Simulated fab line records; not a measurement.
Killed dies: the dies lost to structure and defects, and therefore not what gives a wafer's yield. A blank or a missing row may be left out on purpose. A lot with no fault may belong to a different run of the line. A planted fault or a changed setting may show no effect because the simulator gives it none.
Chamber matching | flow nandHarc | NHARC_A_BONDPAD_ETCH_12 on rieDiel-13 has 4 sister chambers
The step etches the open film in CHF3/O2, target depth 220 nm, time 110 s. 22 wafers are shown with their chamber, then 10 later ones without.

## WAFERS PAIRED WITH THEIR CHAMBERS
wafer  | chamber | drypumpMotorCurrentA (A) | showerheadPlenumPTorr (Torr) | runLengthS (s)
L361.2 | 1       | 5.0                      | 2.25                         | 131.5
L361.5 | 3       | 6.0                      | 2.25                         | 131.1
L361.6 | 2       | 6.7                      | 2.40                         | 130.5
L359.1 | 3       | 6.0                      | 2.25                         | 131.5
L359.4 | 0       | 6.1                      | 2.32                         | 131.4
L359.6 | 3       | 6.1                      | 2.25                         | 131.3
L363.3 | 3       | 6.0                      | 2.25                         | 131.2
L363.4 | 2       | 6.7                      | 2.40                         | 131.1
L363.6 | 1       | 5.0                      | 2.25                         | 131.1
L364.1 | 2       | 6.7                      | 2.40                         | 130.4
L364.2 | 3       | 6.0                      | 2.25                         | 131.5
L367.1 | 2       | 6.7                      | 2.40                         | 130.5
L367.5 | 3       | 6.0                      | 2.25                         | 131.1
L365.1 | 3       | 6.1                      | 2.25                         | 131.2
L374.1 | 1       | 5.0                      | 2.25                         | 131.1
L374.3 | 2       | 6.7                      | 2.40                         | 130.6
L374.6 | 3       | 6.1                      | 2.25                         | 131.5
L373.1 | 3       | 6.0                      | 2.25                         | 131.4
L373.2 | 0       | 6.1                      | 2.31                         | 131.4
L373.5 | 3       | 6.0                      | 2.25                         | 131.2
L376.1 | 3       | 6.0                      | 2.25                         | 131.4
L376.2 | 2       | 6.7                      | 2.40                         | 130.6

SIGNATURES, as means of the wafers listed above
reading               | chamber 0 | chamber 1 | chamber 2 | chamber 3 | scatter within a chamber
drypumpMotorCurrentA  | 6.100     | 5.000     | 6.700     | 6.027     | 0.0348
showerheadPlenumPTorr | 2.3150    | 2.2500    | 2.4000    | 2.2500    | 0.00167
runLengthS            | 131.400   | 131.233   | 130.617   | 131.309   | 0.192
Rule: a wafer lies at a distance from a chamber equal to the root of the sum of squares, over the readings, of (its reading less the chamber's mean, divided by the reading's scatter). If the next closest chamber is less than 2 further off than the closest, the wafer can't be placed; otherwise it belongs to the closest. How the scatter is found: for the shown wafers, subtract from each reading the mean of its chamber, square and add these, divide the total by (wafers less chambers), then take the root.

## WAFERS WITHOUT THEIR CHAMBER
wafer  | drypumpMotorCurrentA (A) | showerheadPlenumPTorr (Torr) | runLengthS (s)
L376.3 | 6.1                      | 2.31                         | 131.7
L379.1 | 6.7                      | 2.40                         | 130.4
L379.3 | 5.0                      | 2.25                         | 131.6
L379.4 | 6.1                      | 2.31                         | 131.7
L381.2 | 5.0                      | 2.25                         | 131.0
L381.3 | 6.1                      | 2.25                         | 131.6
L381.4 | 6.7                      | 2.40                         | 130.6
L382.1 | 6.0                      | 2.31                         | 131.4
L382.2 | 6.7                      | 2.40                         | 130.7
L382.5 | 6.0                      | 2.31                         | 131.9

## WHICH CHAMBER EACH ONE RAN IN
wafer  | from the rows above | in truth
L376.3 | 0                   | 0
L379.1 | 2                   | 2
L379.3 | 1                   | 1
L379.4 | 0                   | 0
L381.2 | 1                   | 1
L381.3 | 3                   | 3
L381.4 | 2                   | 2
L382.1 | 0                   | 0
L382.2 | 2                   | 2
L382.5 | 0                   | 0
10 of 10 placed correctly. Number that these rows cannot place: 0. Placed wrongly: 0.
